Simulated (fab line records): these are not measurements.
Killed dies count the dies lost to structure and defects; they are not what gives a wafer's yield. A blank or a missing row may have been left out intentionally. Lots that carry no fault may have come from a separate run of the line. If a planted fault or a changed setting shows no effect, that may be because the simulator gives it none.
Chamber matching + flow nand harc + rie diel-08 running NHARC_A_STAIRCASE_ETCH_271: 4 sister chambers
The step etches the open film in CF4/CHF3. 8 wafers are shown with their chamber, then 8 later ones without.

WAFERS PAIRED WITH THEIR CHAMBERS
| wafer  | chamber | drypump motor current A (A) | showerhead plenum p Torr (Torr) |
|--------|---------|-----------------------------|---------------------------------|
| L076.1 | 2       | 6.1                         | 1.47                            |
| L077.4 | 0       | 5.6                         | 1.52                            |
| L078.1 | 0       | 5.6                         | 1.52                            |
| L081.4 | 2       | 6.1                         | 1.46                            |
| L081.6 | 3       | 5.4                         | 1.48                            |
| L084.2 | 3       | 5.5                         | 1.48                            |
| L084.6 | 1       | 6.3                         | 1.46                            |
| L083.1 | 1       | 6.2                         | 1.46                            |

WAFERS WITH NO CHAMBER GIVEN
| wafer  | drypump motor current A (A) | showerhead plenum p Torr (Torr) |
|--------|-----------------------------|---------------------------------|
| L083.2 | 5.4                         | 1.48                            |
| L083.5 | 5.6                         | 1.52                            |
| L086.1 | 6.2                         | 1.46                            |
| L086.4 | 6.3                         | 1.46                            |
| L086.5 | 5.6                         | 1.52                            |
| L093.1 | 6.1                         | 1.70                            |
| L093.3 | 5.6                         | 1.51                            |
| L093.4 | 6.3                         | 1.70                            |

EACH ONE'S CHAMBER
| wafer  | from the rows above     | in truth                   |
|--------|-------------------------|----------------------------|
| L083.2 | 3                       | 3                          |
| L083.5 | 0                       | 0                          |
| L086.1 | can't be placed: 1 or 2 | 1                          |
| L086.4 | 1                       | 1                          |
| L086.5 | 0                       | 0                          |
| L093.1 | 0                       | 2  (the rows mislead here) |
| L093.3 | 0                       | 0                          |
| L093.4 | 0                       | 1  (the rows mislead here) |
5 of 8 placed correctly. Can't be placed from these rows: 1 (the true chamber is among the candidates in 1). Number placed wrongly: 2.
How it was worked out, from the rows above alone: a wafer's distance from a chamber is the root of the sum, over the readings, of the square of ((its reading less the chamber's mean) divided by the reading's scatter). The wafer belongs to the nearest chamber; if the next one is less than 2 further off, it can't be placed. Each chamber's mean is taken over the wafers shown for it. How the scatter is found: for the shown wafers, subtract from each reading the mean of its chamber, square and add these, divide the total by (wafers less chambers), then take the root.
